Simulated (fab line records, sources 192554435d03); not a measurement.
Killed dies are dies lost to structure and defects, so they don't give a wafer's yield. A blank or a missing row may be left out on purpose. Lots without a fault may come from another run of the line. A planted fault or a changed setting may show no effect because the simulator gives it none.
A struck lot beside a sound one | flow n5_finfet | 38 steps out of a route of 1938
Sound: wafers L530.1, L530.4, L530.6. Struck: wafer L520.5. (L520.1, L520.2 of the same lot were not struck and are left out.) The cause comes at the end.
At each step with rows: each side's tool, then ch and its chambers, then its first start. Under that, the readings that differ: sound wafers | struck wafers | difference of the means | sigmas: that difference in standard deviations of wafers without a fault.
alike: readings whose means differ by less than 2 such deviations, and words and numbers that are the same on both sides. not compared: withheld readings, readings that some wafer has no value for, bounds like >300 that may hide the same value, and numbers for which the record gives no deviation and whose values overlap.
The two part at a step that has a row with sigmas, a row that says differs or no value, or rows on one side only. Numbers that don't overlap but have no deviation are shown without sigmas and don't part them. A reading that every wafer of one side lacks parts them only if that side has two wafers or more.

first, 12 steps without rows for these wafers: N5_BEOL_M0_ALD_136 (deposits TaN, pulse time 2 s, purge time 3 s, co reactant purge time 2 s); N5_BEOL_M0_SURFACE_TREAT_137; N5_BEOL_M0_CVD_115 (deposits Co from CCTBA/H2, time 120 s); N5_BEOL_M0_SPUTTER_116 (material Cu, target thk 4 nm, time 7.37 s); N5_BEOL_M0_ANNEAL_117 (time 60 s); N5_BEOL_M0_SPUTTER_132 (material Cu, target thk 4 nm, time 7.37 s); N5_BEOL_M0_ANNEAL_133 (time 60 s); N5_BEOL_M0_SPUTTER_134 (material Cu, target thk 4 nm, time 7.37 s); N5_BEOL_M0_ANNEAL_135 (time 60 s); N5_BEOL_M0_SPUTTER_141 (material Cu, target thk 4 nm, time 7.37 s); N5_BEOL_M0_ECD_118 (material Cu, target thk 300 nm); N5_BEOL_M0_ANNEAL_119 (time 90 s).
N5_BEOL_M0_CMP_120: polishes, stops on SiOC, t overpolish 6.9 s.
  sound on cmp-03 ch 0,3, day 10 11:51; struck on cmp-01 ch 2, day 7 19:10
  reading                                           | sound          | struck | difference | sigmas
  barrier_field_endpoint_s (s)                      | 3.69 3.64 3.63 | 7.21   | +3.56      | +36
  time_to_endpoint_s (s)                            | 67.3 63.8 64.0 | 80.4   | +15.4      | +5
  model.SiOC_of_BEOL_M0_SAQP_ILD_DEP_01.thk_nm (nm) | 38.6 39.6 39   | 41.6   | +2.5       |
  alike: motor_current_A, overpolish_run_s, slurry_filter_dp_kPa, slurry_flow_ml_min
then, 4 steps without rows for these wafers: N5_BEOL_M0_PRE_CLEAN_131 (time 15 s); N5_BEOL_M0_CO_CAP_123 (material Co, precursor CCTBA/H2, target thk 2 nm, time 102.1 s); N5_BEOL_M0_PRE_CLEAN_124 (time 15 s); N5_BEOL_M0_DEP_125 (deposits SiCN from 3MS/NH3, target thk 8 nm, time 14 s).
N5_BEOL_M0_INSPECT_127: inspects for defects (darkfield).
  sound on defect_inspect-01, day 10 12:26; struck on defect_inspect-01, day 7 19:44
  reading          | sound    | struck | difference | sigmas
  raw_defect_count | 81 75 66 | 3544   | +3470      | +99 or more
then, 18 steps without rows for these wafers: N5_BEOL_M1_ILD_DEP_00 (deposits SiOC from DEMS/O2, target thk 79 nm, time 15.3 s); N5_BEOL_M1_PECVD_72 (deposits SiO2 from TEOS/O2, target thk 16 nm, time 18 s); N5_BEOL_M1_HM_DEP_02 (deposits TiN, target thk 20 nm); N5_BEOL_M1_COAT_61 (time 60 s, resist thk 60 nm); N5_BEOL_M1_COAT_62 (time 60 s, resist thk 12 nm); N5_BEOL_M1_COAT_73 (time 60 s, resist thk 5 nm); N5_BEOL_M1_COAT_05 (resist thk 30 nm); N5_BEOL_M1_EBR_07; N5_BEOL_M1_SOFTBAKE_06 (time 60 s); N5_BEOL_M1_EXPOSE_08 (exposes mask M1); N5_BEOL_M1_PEB_09 (peb time 60 s); N5_BEOL_M1_DEVELOP_10 (develop time 30 s); N5_BEOL_M1_DESCUM_16 (chemistry O2, time 7 s); N5_BEOL_M1_ETCH_74 (etches underlayer in N2/H2, target depth 6.5 nm, time 5.2 s); N5_BEOL_M1_ETCH_63 (etches SiARC in CF4, target depth 15.6 nm, time 26 s); N5_BEOL_M1_ETCH_64 (etches SOC in N2/H2, target depth 75 nm, overetch 15 nm, time 112.5 s); N5_BEOL_M1_STRIP_65 (strips in N2/H2); N5_BEOL_M1_STRIP_75 (strips in N2/H2).
N5_BEOL_M4_RC_MEAS_101:
  the record has rows for the sound wafers here (prober-02 ch 0, day 12 12:32) and none for the struck ones
-- the record jumps here: 6 days lie between the struck wafers' starts before and after (it left off in module BEOL_M4 and takes up again in module PASSIVATION, whose first step shown is number 1936 of the route) --
N5_PASSIVATION_PROBE_49:
  sound on prober-01, day 16 14:55; struck on prober-02, day 13 18:11
  reading                  | sound          | struck | difference | sigmas
  defect_limited_yield (%) | 89.5 90.9 90.2 | 0      | -90        | -64
  killed_at_M0_to_M3       | 39 28 48       | 1106   | +1068      | +97
  killed_dies              | 124 107 116    | 1180   | +1064      | +63
  killed_on_rim            | 17 13 15       | 152    | +137       | +30
  sort_n_pass              | 1056 1073 1064 | 0      | -1064      | -63
  sort_yield_pct (%)       | 89.5 90.9 90.2 | 0      | -90        | -64
  alike: killed_at_M4_up, killed_at_contacts, killed_at_front_end, killed_at_other, killed_open, killed_short, sort_bin_5_function, sort_bin_6_memory

WHERE THEY PART
First at N5_BEOL_M0_CMP_120; last, within this record, at N5_PASSIVATION_PROBE_49.

WHY: what the simulator had put in
Process parameter drift: cmp-01, from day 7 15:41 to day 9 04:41, at N5_BEOL_M0_CMP_120. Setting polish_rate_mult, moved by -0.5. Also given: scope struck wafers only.
